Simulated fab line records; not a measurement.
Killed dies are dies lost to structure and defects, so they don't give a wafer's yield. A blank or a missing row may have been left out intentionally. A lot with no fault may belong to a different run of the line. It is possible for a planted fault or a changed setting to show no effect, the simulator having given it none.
Chamber matching ; flow n5_finfet ; N5_BEOL_M9_ETCH_76 on rie_diel-05 has 4 sister chambers
The step etches underlayer in N2/H2, target depth 6.5 nm, time 5.2 s. 14 wafers are shown with their chamber, then 7 later ones without.

== WAFERS WITH THEIR CHAMBER ==
wafer;chamber;showerhead_plenum_p_Torr (Torr);oes_product_au (a.u.);throttle_valve_pct (%)
L078.1;0;2.64;0.63;17.71
L078.4;0;2.64;0.63;17.72
L078.6;3;2.65;0.62;17.58
L083.1;2;2.48;0.73;17.74
L083.4;2;2.48;0.73;17.72
L083.6;1;2.52;0.61;17.53
L082.1;1;2.51;0.61;17.52
L082.5;1;2.51;0.62;17.52
L082.6;0;2.64;0.63;17.71
L086.1;0;2.64;0.63;17.71
L086.4;1;2.51;0.62;17.53
L086.5;3;2.64;0.61;17.60
L091.1;0;2.64;0.62;17.72
L091.2;1;2.51;0.61;17.52

SIGNATURES (means of the wafers above)
reading;chamber 0;chamber 1;chamber 2;chamber 3;scatter within a chamber
showerhead_plenum_p_Torr;2.6400;2.5120;2.4800;2.6450;0.00361
oes_product_au;0.6280;0.6140;0.7300;0.6150;0.005
throttle_valve_pct;17.7140;17.5240;17.7300;17.5900;0.008
Rule: for each reading, subtract the chamber's mean from the wafer's reading, divide by that reading's scatter and square the result; add these up over the readings and take the root, which gives the wafer's distance from the chamber. The wafer belongs to the nearest chamber; if the next one is less than 2 further off, it can't be placed. The scatter: the root of (the sum of the squares of (reading less its chamber's mean) over the shown wafers, divided by (wafers less chambers)).

== WAFERS WITHOUT THEIR CHAMBER ==
wafer;showerhead_plenum_p_Torr (Torr);oes_product_au (a.u.);throttle_valve_pct (%)
L091.3;2.64;0.61;17.63
L091.4;2.47;0.72;17.75
L091.5;2.51;0.61;17.53
L091.6;2.47;0.71;17.77
L097.1;2.47;0.71;17.76
L097.2;2.63;0.60;17.63
L097.5;2.47;0.70;17.80

== WHICH CHAMBER EACH WENT THROUGH ==
wafer;from the rows above;in truth
L091.3;3;3
L091.4;2;2
L091.5;1;1
L091.6;2;2
L097.1;2;2
L097.2;3;3
L097.5;2;2
Placed correctly: 7 of 7. Left unplaced by these rows: 0. 0 placed wrongly.
